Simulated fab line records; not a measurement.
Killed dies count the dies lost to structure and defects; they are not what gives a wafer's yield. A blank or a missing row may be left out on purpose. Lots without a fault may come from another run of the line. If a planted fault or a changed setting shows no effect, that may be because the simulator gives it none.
Matching of chambers | flow n5Finfet | N5_BEOL_M3_ALD_84 on aldMetal-01: 4 sister chambers
The step deposits TaN, pulse time 2 s, purge time 3 s, co reactant purge time 2 s. 16 wafers are shown with their chamber, then 8 later ones without.

== EACH WAFER AND ITS CHAMBER ==
wafer  | chamber | heaterPowerW (W) | precursorVesselTempC (C) | susceptorTempC (C)
L079.3 | 2       | 426              | 75.03                    | 275.22
L079.4 | 0       | 363              | 75.08                    | 274.89
L079.6 | 1       | 447              | 74.91                    | 275.00
L080.3 | 1       | 446              | 74.88                    | 274.96
L080.4 | 2       | 417              | 75.08                    | 275.11
L080.5 | 1       | 445              | 74.83                    | 274.81
L081.1 | 3       | 386              | 74.98                    | 275.08
L081.5 | 0       | 373              | 74.93                    | 274.93
L081.6 | 1       | 453              | 75.08                    | 275.31
L085.1 | 1       | 439              | 74.84                    | 275.23
L085.4 | 0       | 370              | 75.25                    | 275.07
L085.6 | 1       | 439              | 75.01                    | 275.14
L089.1 | 0       | 363              | 75.03                    | 275.28
L089.4 | 1       | 446              | 74.91                    | 275.11
L089.5 | 3       | 374              | 74.98                    | 275.38
L090.1 | 3       | 374              | 75.03                    | 274.82

SIGNATURES (means of the wafers above)
reading              | chamber 0 | chamber 1 | chamber 2 | chamber 3 | scatter within a chamber
heaterPowerW         | 367.25    | 445.00    | 421.50    | 378.00    | 5.44
precursorVesselTempC | 75.0725   | 74.9229   | 75.0550   | 74.9967   | 0.0942
susceptorTempC       | 275.0425  | 275.0800  | 275.1650  | 275.0933  | 0.189
Rule: for each reading, subtract the chamber's mean from the wafer's reading, divide by that reading's scatter and square the result; add these up over the readings and take the root, which gives the wafer's distance from the chamber. The wafer belongs to the nearest chamber; if the next one is less than 2 further off, it can't be placed. The scatter: take each reading less its chamber's mean, square it, sum over the shown wafers, divide by the number of wafers less the number of chambers, and take the root.

== WAFERS WITHOUT THEIR CHAMBER ==
wafer  | heaterPowerW (W) | precursorVesselTempC (C) | susceptorTempC (C)
L090.2 | 422              | 74.92                    | 274.95
L090.5 | 349              | 75.04                    | 274.92
L095.1 | 381              | 74.84                    | 275.19
L095.3 | 368              | 74.88                    | 274.94
L095.4 | 435              | 75.06                    | 274.62
L096.1 | 442              | 74.93                    | 275.07
L096.3 | 366              | 75.09                    | 274.98
L096.5 | 390              | 75.20                    | 274.91

== CHAMBER TAKEN BY EACH ==
wafer  | from the rows above     | in truth
L090.2 | 2                       | 2
L090.5 | can't be placed: 0 or 3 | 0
L095.1 | can't be placed: 3 or 0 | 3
L095.3 | can't be placed: 0 or 3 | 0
L095.4 | can't be placed: 1 or 2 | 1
L096.1 | 1                       | 1
L096.3 | 0                       | 0
L096.5 | can't be placed: 3 or 0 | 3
Placed correctly: 3 of 8. Unplaceable from these rows: 5, with the true chamber sitting among the candidates in 5. Placed wrongly: 0.
